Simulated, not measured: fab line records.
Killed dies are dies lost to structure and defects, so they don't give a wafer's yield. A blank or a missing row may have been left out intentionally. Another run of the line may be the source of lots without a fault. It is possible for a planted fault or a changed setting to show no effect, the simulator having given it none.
Chamber matching	flow nand_harc	3 sister chambers for NHARC_A_STAIRCASE_DEP_322 on pecvd-02
The step deposits SiO2, target thk 7200 nm. 3 wafers are shown with their chamber, then 9 later ones without.

== WAFERS WITH THEIR CHAMBER ==
wafer	chamber	heater_power_w (W)
L082.4	2	614
L083.4	0	758
L083.6	1	605

== WAFERS MISSING THEIR CHAMBER ==
wafer	heater_power_w (W)
L089.1	646
L089.3	722
L089.6	604
L090.2	703
L090.5	756
L090.6	625
L091.2	822
L091.3	620
L091.5	621

== EACH ONE'S CHAMBER ==
wafer	from the rows above	in truth
L089.1	can't be placed: 2 or 1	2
L089.3	0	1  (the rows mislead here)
L089.6	can't be placed: 1 or 2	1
L090.2	can't be placed: 0 or 2 or 1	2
L090.5	0	0
L090.6	can't be placed: 2 or 1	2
L091.2	0	0
L091.3	can't be placed: 2 or 1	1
L091.5	can't be placed: 2 or 1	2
Correct placement for 2 of the 9. From these rows, 6 cannot be placed; in 6 the true chamber is one of the candidates. Placed wrongly: 1.
How it was worked out, from the rows above alone: a wafer's distance from a chamber is the root of the sum, over the readings, of the square of ((its reading less the chamber's mean) divided by the reading's scatter). If the next closest chamber is less than 2 further off than the closest, the wafer can't be placed; otherwise it belongs to the closest. Each chamber's mean is taken over the wafers shown for it. The scatter: root of mean squared gap, hidden wafer to nearest shown wafer, with one shown wafer a chamber.
